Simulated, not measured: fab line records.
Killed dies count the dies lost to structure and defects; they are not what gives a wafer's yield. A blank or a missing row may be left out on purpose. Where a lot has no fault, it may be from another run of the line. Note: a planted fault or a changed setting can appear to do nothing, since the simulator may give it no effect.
Chamber matching -- flow n5 finfet -- N5_BEOL_M0_SAQP_DESCUM_45 on rie diel-03: 4 sister chambers
The step chemistry O2, time 7 s. 4 wafers are shown with their chamber, then 12 later ones without.

== WAFERS WITH THEIR CHAMBER ==
wafer,chamber,drypump motor current A (A)
L083.5,0,5.9
L086.2,2,5.3
L088.5,1,5.0
L088.6,3,6.5

== WAFERS WHOSE CHAMBER IS MISSING ==
wafer,drypump motor current A (A)
L089.1,5.3
L089.2,5.0
L089.3,6.5
L090.1,5.3
L090.3,6.4
L090.5,6.4
L091.2,6.5
L091.5,5.3
L091.6,6.5
L095.2,6.5
L095.5,5.0
L095.6,6.5

== CHAMBER TAKEN BY EACH ==
wafer,from the rows above,in truth
L089.1,2,2
L089.2,1,1
L089.3,3,3
L090.1,2,2
L090.3,3,3
L090.5,3,3
L091.2,3,3
L091.5,2,2
L091.6,3,3
L095.2,3,3
L095.5,1,1
L095.6,3,3
Correct placement for 12 of the 12. Left unplaced by these rows: 0. Number placed wrongly: 0.
How it was worked out, from the rows above alone: a wafer's distance from a chamber is the root of the sum, over the readings, of the square of ((its reading less the chamber's mean) divided by the reading's scatter). If the next closest chamber is less than 2 further off than the closest, the wafer can't be placed; otherwise it belongs to the closest. The mean given for a chamber averages the wafers shown for that chamber. The scatter (one wafer shown for each chamber): square how far every hidden wafer sits from the nearest shown wafer, average those squares and take the square root.
